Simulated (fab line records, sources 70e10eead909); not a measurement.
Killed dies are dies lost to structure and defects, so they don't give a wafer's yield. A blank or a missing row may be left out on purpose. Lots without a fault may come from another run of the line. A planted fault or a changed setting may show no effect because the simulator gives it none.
Which tool did it? | flow nand_harc | 12 lots, 36 wafers sampled, at 6 steps of a route of 1302

WHAT THE GAUGES READ, wafer by wafer
NHARC_A_ONON_D2_THK_MEAS_30: measures by ellipsometry.
lot  | measured     | on            | thk_nm (nm)
L972 | day 13 05:16 | film_metro-01 | 1016 1015 1017
L974 | day 14 01:58 | film_metro-02 | 1002 1002 1000
L975 | day 14 16:02 | film_metro-01 | 1006 1007 1006
L977 | day 15 10:31 | film_metro-02 | 986 560 560
L979 | day 15 20:40 | film_metro-01 | 564 562 985
L986 | day 18 23:37 | film_metro-02 | 995 994 995
L987 | day 18 23:36 | film_metro-01 | 994 994 994
L988 | day 20 02:55 | film_metro-02 | 989 991 987
L991 | day 20 17:21 | film_metro-02 | 1028 1029 1028
L990 | day 20 17:22 | film_metro-02 | 991 991 992
L993 | day 21 20:16 | film_metro-02 | 1015 1016 1015
L992 | day 22 00:41 | film_metro-02 | 1005 1006 1006

NHARC_A_CHANNEL_HOLE_D2_OVL_MEAS_11.
lot  | measured     | on         | overlay_x_nm (nm) | overlay_y_nm (nm)
L972 | day 13 08:35 | overlay-01 | 0.8 0.6 0.8       | -1.3 -0.8 -0.9
L974 | day 14 09:15 | overlay-01 | 0.9 0.7 0.9       | -0.7 -1.0 -1.1
L975 | day 14 19:25 | overlay-01 | -0.1 -0.5 -0.2    | 0.4 0.7 0.1
L977 | day 15 13:44 | overlay-02 | 1.4               | -0.3
L979 | day 16 02:14 | overlay-02 | 0.1               | -0.3
L986 | day 19 04:11 | overlay-02 | 0.5 0.3 0.5       | -0.1 -0.1 -0.2
L987 | day 19 06:11 | overlay-02 | 0.5 0.1 0.6       | 0.8 0.7 0.4
L988 | day 20 06:23 | overlay-02 | -1.0 -1.4 -0.5    | -1.3 -1.8 -1.1
L991 | day 20 20:35 | overlay-01 | 1.8 1.5 2.4       | 0.4 0.7 0.5
L990 | day 20 21:23 | overlay-01 | -0.1 -0.2 -0.5    | 1.0 0.0 0.5
L993 | day 21 23:35 | overlay-02 | 0.0 0.2 0.1       | -1.5 -1.9 -2.1
L992 | day 22 04:24 | overlay-01 | 0.6 0.6 0.5       | -0.1 -0.5 -0.6

NHARC_END_SORT_01.
lot  | measured     | on        | killed_at_array | killed_at_other | killed_at_periphery | killed_dies | killed_open | killed_short
L977 | day 27 06:52 | prober-01 | 34 667 674      | 4 2 0           | 4 8 3               | 42 677 677  | 8 6 4       | 1 2 3
L979 | day 27 11:55 | prober-02 | 673 674 80      | 0 1 1           | 4 2 2               | 677 677 83  | 4 2 4       | 2 1 6

WHICH TOOL RAN EACH LOT (tool, then ch and the chambers of the sampled wafers, then the start)
lot  | NHARC_A_DECK1_JOINT_ETCHBACK_00  | NHARC_A_DECK1_JOINT_CMP_02    | NHARC_A_ONON_D2_DEP_28
L972 | rie_si-02 ch 0,2, day 11 17:40   | cmp-04 ch 1,3, day 12 15:43   | pecvd_onon-04 ch 0, day 13 04:52
L974 | rie_si-03 ch 0,2, day 12 08:31   | cmp-01 ch 1,3, day 13 10:59   | pecvd_onon-03 ch 0, day 14 01:28
L975 | rie_si-04 ch 1,2,3, day 12 21:19 | cmp-03 ch 1,2,3, day 14 01:32 | pecvd_onon-03 ch 0, day 14 15:35
L977 | rie_si-03 ch 1,2,3, day 13 17:16 | cmp-03 ch 1,2,3, day 14 18:40 | pecvd_onon-03 ch 0, day 15 09:59
L979 | rie_si-03 ch 0,3, day 14 07:47   | cmp-01 ch 2,3, day 15 07:10   | pecvd_onon-03 ch 0, day 15 20:13
L986 | rie_si-02 ch 1,2,3, day 17 07:24 | cmp-04 ch 0,2, day 18 09:45   | pecvd_onon-04 ch 0, day 18 23:10
L987 | rie_si-03 ch 2,3, day 17 07:24   | cmp-03 ch 2,3, day 18 09:45   | pecvd_onon-03 ch 0, day 18 23:16
L988 | rie_si-03 ch 1,3, day 18 08:32   | cmp-04 ch 0,1, day 19 13:26   | pecvd_onon-02 ch 0, day 20 02:23
L991 | rie_si-02 ch 0,1,2, day 19 03:05 | cmp-01 ch 0,2,3, day 20 02:55 | pecvd_onon-02 ch 0, day 20 16:50
L990 | rie_si-04 ch 0,3, day 19 03:07   | cmp-04 ch 0,1,3, day 20 02:52 | pecvd_onon-04 ch 0, day 20 16:55
L993 | rie_si-03 ch 0,1,2, day 20 05:06 | cmp-04 ch 0,1,3, day 21 03:40 | pecvd_onon-02 ch 0, day 21 19:44
L992 | rie_si-02 ch 0,3, day 20 09:35   | cmp-04 ch 1,2,3, day 21 10:30 | pecvd_onon-02 ch 0, day 22 00:14
- NHARC_A_DECK1_JOINT_ETCHBACK_00: etches the open film in HBr, target depth 30 nm, time 17.4 s.
- NHARC_A_DECK1_JOINT_CMP_02: polishes SiOx.
- NHARC_A_ONON_D2_DEP_28: target thk 1000 nm.

WHAT THE TOOLS THEMSELVES READ (means of the sampled wafers that have a number; where no wafer has one, the mark that the record gives instead)
NHARC_A_DECK1_JOINT_ETCHBACK_00.
lot  | tool      | bias_w (W) | chamber_pressure_mTorr (mTorr) | drypump_motor_current_A (A) | oes_product_au (a.u.) | throttle_valve_pct (%)
L972 | rie_si-02 | 60.03      | 15.000                         | 5.7                         | 1.003                 | 23.265
L974 | rie_si-03 | 60.14      | 15.012                         | 5.6                         | 1.015                 | 23.270
L975 | rie_si-04 | 59.87      | 14.999                         | 5.4                         | 0.999                 | 23.268
L977 | rie_si-03 | 59.84      | 15.009                         | 5.9                         | 1.002                 | 23.270
L979 | rie_si-03 | 60.10      | 14.993                         | 5.7                         | 0.994                 | 23.274
L986 | rie_si-02 | 60.04      | 15.020                         | 5.8                         | 1.014                 | 23.262
L987 | rie_si-03 | 59.93      | 14.995                         | 6.0                         | 1.002                 | 23.261
L988 | rie_si-03 | 59.90      | 15.001                         | 6.1                         | 0.989                 | 23.268
L991 | rie_si-02 | 60.10      | 15.000                         | 5.7                         | 0.994                 | 23.264
L990 | rie_si-04 | 59.95      | 15.003                         | 5.4                         | 0.995                 | 23.271
L993 | rie_si-03 | 59.92      | 15.008                         | 5.6                         | 0.992                 | 23.266
L992 | rie_si-02 | 60.11      | 14.994                         | 5.5                         | 1.007                 | 23.271

NHARC_A_DECK1_JOINT_CMP_02.
lot  | tool   | edge_zone_pressure_frac | motor_current_A (A)
L972 | cmp-04 | 0.997                   | 11.9
L974 | cmp-01 | 1.003                   | 14.5
L975 | cmp-03 | 0.998                   | 12.2
L977 | cmp-03 | 1.000                   | 12.1
L979 | cmp-01 | 1.003                   | 13.7
L986 | cmp-04 | 1.002                   | 13.0
L987 | cmp-03 | 0.998                   | 12.7
L988 | cmp-04 | 1.003                   | 11.6
L991 | cmp-01 | 0.996                   | 14.0
L990 | cmp-04 | 1.001                   | 11.8
L993 | cmp-04 | 1.000                   | 11.9
L992 | cmp-04 | 0.996                   | 12.4

THE ANSWER, worked out from the rows above alone
Rule: what is usual is taken from the lots themselves. Put in order of their means at a reading, lots are off if they are a third of the lots or fewer, leave a main group of 4 or more, and stand apart from it by a gap of 3 or more times the standard deviation of the main group's means; of several such gaps the widest counts. A main group whose means are all the same, to the digits that the tables above print for the reading, isn't used. A lot without any number at a reading at which 4 lots or more have one is off too. The other lots that the step has rows for count as sound. The gauges are gone through in route order, then the tools' own readings, and for those a lot's mean is taken as printed above. The first step at which some lot is off is used, and at that step the reading that is off furthest; a lot without a number counts as furthest.
Off: L977, L979, at NHARC_A_ONON_D2_THK_MEAS_30 (thk_nm). The main group: mean 1004 nm, standard deviation 12.
A tool fits if, at a process step before that reading, it ran every lot that is off, and no sound lot after the first of them. The gauges at NHARC_A_ONON_D2_THK_MEAS_30 are tried like those tools. None of those tried fits.

WHAT THE SIMULATOR HAD PUT IN
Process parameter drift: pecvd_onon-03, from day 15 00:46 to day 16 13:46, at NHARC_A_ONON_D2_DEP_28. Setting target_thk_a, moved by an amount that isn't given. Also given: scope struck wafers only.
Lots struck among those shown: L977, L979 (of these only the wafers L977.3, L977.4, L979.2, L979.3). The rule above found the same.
